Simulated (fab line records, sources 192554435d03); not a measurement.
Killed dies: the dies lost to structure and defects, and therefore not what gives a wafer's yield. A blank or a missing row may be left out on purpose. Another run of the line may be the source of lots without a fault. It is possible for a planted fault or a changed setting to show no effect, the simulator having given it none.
Chamber matching || flow n5_finfet || 4 sister chambers for N5_BEOL_M4_STRIP_66 on rie_diel-03
The step strips in CF4. 16 wafers are shown with their chamber, then 8 later ones without.

WAFERS PAIRED WITH THEIR CHAMBERS
{"wafer": "L077.1", "chamber": 3, "drypump_motor_current_A (A)": 5.1, "showerhead_plenum_p_Torr (Torr)": 1.70, "throttle_valve_pct (%)": 13.83}
{"wafer": "L077.5", "chamber": 2, "drypump_motor_current_A (A)": 5.7, "showerhead_plenum_p_Torr (Torr)": 1.87, "throttle_valve_pct (%)": 13.70}
{"wafer": "L077.6", "chamber": 1, "drypump_motor_current_A (A)": 5.8, "showerhead_plenum_p_Torr (Torr)": 1.90, "throttle_valve_pct (%)": 13.26}
{"wafer": "L083.1", "chamber": 3, "drypump_motor_current_A (A)": 5.1, "showerhead_plenum_p_Torr (Torr)": 1.70, "throttle_valve_pct (%)": 13.82}
{"wafer": "L083.2", "chamber": 1, "drypump_motor_current_A (A)": 5.8, "showerhead_plenum_p_Torr (Torr)": 1.90, "throttle_valve_pct (%)": 13.28}
{"wafer": "L083.5", "chamber": 1, "drypump_motor_current_A (A)": 5.8, "showerhead_plenum_p_Torr (Torr)": 1.90, "throttle_valve_pct (%)": 13.29}
{"wafer": "L080.1", "chamber": 1, "drypump_motor_current_A (A)": 5.8, "showerhead_plenum_p_Torr (Torr)": 1.90, "throttle_valve_pct (%)": 13.28}
{"wafer": "L080.2", "chamber": 3, "drypump_motor_current_A (A)": 5.1, "showerhead_plenum_p_Torr (Torr)": 1.70, "throttle_valve_pct (%)": 13.84}
{"wafer": "L080.5", "chamber": 3, "drypump_motor_current_A (A)": 5.1, "showerhead_plenum_p_Torr (Torr)": 1.70, "throttle_valve_pct (%)": 13.86}
{"wafer": "L085.2", "chamber": 3, "drypump_motor_current_A (A)": 5.0, "showerhead_plenum_p_Torr (Torr)": 1.70, "throttle_valve_pct (%)": 13.83}
{"wafer": "L085.5", "chamber": 1, "drypump_motor_current_A (A)": 5.8, "showerhead_plenum_p_Torr (Torr)": 1.90, "throttle_valve_pct (%)": 13.29}
{"wafer": "L085.6", "chamber": 0, "drypump_motor_current_A (A)": 6.0, "showerhead_plenum_p_Torr (Torr)": 1.84, "throttle_valve_pct (%)": 13.99}
{"wafer": "L088.1", "chamber": 1, "drypump_motor_current_A (A)": 5.8, "showerhead_plenum_p_Torr (Torr)": 1.89, "throttle_valve_pct (%)": 13.31}
{"wafer": "L088.2", "chamber": 2, "drypump_motor_current_A (A)": 5.7, "showerhead_plenum_p_Torr (Torr)": 1.87, "throttle_valve_pct (%)": 13.76}
{"wafer": "L088.3", "chamber": 3, "drypump_motor_current_A (A)": 5.1, "showerhead_plenum_p_Torr (Torr)": 1.70, "throttle_valve_pct (%)": 13.86}
{"wafer": "L091.1", "chamber": 2, "drypump_motor_current_A (A)": 5.7, "showerhead_plenum_p_Torr (Torr)": 1.86, "throttle_valve_pct (%)": 13.76}

SIGNATURES (averages over the wafers above)
{"reading": "drypump_motor_current_A", "chamber 0": 6.000, "chamber 1": 5.800, "chamber 2": 5.700, "chamber 3": 5.083, "scatter within a chamber": 0.0264}
{"reading": "showerhead_plenum_p_Torr", "chamber 0": 1.8400, "chamber 1": 1.8983, "chamber 2": 1.8667, "chamber 3": 1.7000, "scatter within a chamber": 0.00354}
{"reading": "throttle_valve_pct", "chamber 0": 13.9900, "chamber 1": 13.2850, "chamber 2": 13.7400, "chamber 3": 13.8400, "scatter within a chamber": 0.0207}
Rule: a wafer lies at a distance from a chamber equal to the root of the sum of squares, over the readings, of (its reading less the chamber's mean, divided by the reading's scatter). If the next closest chamber is less than 2 further off than the closest, the wafer can't be placed; otherwise it belongs to the closest. The scatter is the square root of a quotient: the sum, over the shown wafers, of each reading's squared deviation from its chamber's mean, divided by wafers minus chambers.

WAFERS MISSING THEIR CHAMBER
{"wafer": "L091.4", "drypump_motor_current_A (A)": 5.1, "showerhead_plenum_p_Torr (Torr)": 1.69, "throttle_valve_pct (%)": 13.87}
{"wafer": "L091.5", "drypump_motor_current_A (A)": 5.8, "showerhead_plenum_p_Torr (Torr)": 1.89, "throttle_valve_pct (%)": 13.32}
{"wafer": "L093.1", "drypump_motor_current_A (A)": 5.8, "showerhead_plenum_p_Torr (Torr)": 1.89, "throttle_valve_pct (%)": 13.33}
{"wafer": "L093.4", "drypump_motor_current_A (A)": 5.8, "showerhead_plenum_p_Torr (Torr)": 1.89, "throttle_valve_pct (%)": 13.33}
{"wafer": "L093.6", "drypump_motor_current_A (A)": 6.0, "showerhead_plenum_p_Torr (Torr)": 1.84, "throttle_valve_pct (%)": 13.47}
{"wafer": "L094.1", "drypump_motor_current_A (A)": 6.0, "showerhead_plenum_p_Torr (Torr)": 1.84, "throttle_valve_pct (%)": 13.49}
{"wafer": "L094.5", "drypump_motor_current_A (A)": 6.0, "showerhead_plenum_p_Torr (Torr)": 1.84, "throttle_valve_pct (%)": 13.48}
{"wafer": "L094.6", "drypump_motor_current_A (A)": 5.6, "showerhead_plenum_p_Torr (Torr)": 1.86, "throttle_valve_pct (%)": 13.79}

EACH ONE'S CHAMBER
{"wafer": "L091.4", "from the rows above": 3, "in truth": 3}
{"wafer": "L091.5", "from the rows above": 1, "in truth": 1}
{"wafer": "L093.1", "from the rows above": 1, "in truth": 1}
{"wafer": "L093.4", "from the rows above": 1, "in truth": 1}
{"wafer": "L093.6", "from the rows above": "can't be placed: 2 or 1", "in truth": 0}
{"wafer": "L094.1", "from the rows above": 2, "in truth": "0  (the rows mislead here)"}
{"wafer": "L094.5", "from the rows above": "can't be placed: 2 or 1", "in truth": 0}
{"wafer": "L094.6", "from the rows above": 2, "in truth": 2}
5 of 8 placed correctly. Unplaceable from these rows: 2, with the true chamber sitting among the candidates in 0. 1 placed wrongly.
